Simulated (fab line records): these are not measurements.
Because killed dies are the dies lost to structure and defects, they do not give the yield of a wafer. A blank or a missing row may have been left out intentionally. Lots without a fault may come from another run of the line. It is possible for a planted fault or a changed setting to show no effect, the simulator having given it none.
Matching of chambers -- flow n5_finfet -- 3 sister chambers for N5_MOL_CONTACT_COAG_CO_FILL_22 on cvd_co-01
The step material Co, precursor CCTBA/H2, target thk 20 nm. 6 wafers are shown with their chamber, then 12 later ones without.

WAFERS PAIRED WITH THEIR CHAMBERS
wafer,chamber,heater_power_w (W)
L086.4,1,228
L087.3,2,190
L087.4,2,190
L089.1,0,212
L089.3,1,229
L089.4,0,212

WAFERS WHOSE CHAMBER IS MISSING
wafer,heater_power_w (W)
L091.1,191
L091.2,208
L091.5,187
L093.1,221
L093.2,215
L093.5,186
L096.1,186
L096.2,212
L096.6,222
L097.1,223
L097.2,189
L097.4,187

WHICH CHAMBER EACH ONE RAN IN
wafer,from the rows above,in truth
L091.1,2,2
L091.2,0,0
L091.5,2,2
L093.1,1,1
L093.2,0,0
L093.5,2,2
L096.1,2,2
L096.2,0,0
L096.6,1,1
L097.1,1,1
L097.2,2,2
L097.4,2,2
12 of 12 placed correctly. From these rows, 0 cannot be placed. Wrongly placed: 0.
How it was worked out, from the rows above alone: a wafer's distance from a chamber is the root of the sum, over the readings, of the square of ((its reading less the chamber's mean) divided by the reading's scatter). If the next closest chamber is less than 2 further off than the closest, the wafer can't be placed; otherwise it belongs to the closest. For every chamber, the mean is computed from those of its wafers that are shown. The scatter is the square root of a quotient: the sum, over the shown wafers, of each reading's squared deviation from its chamber's mean, divided by wafers minus chambers.
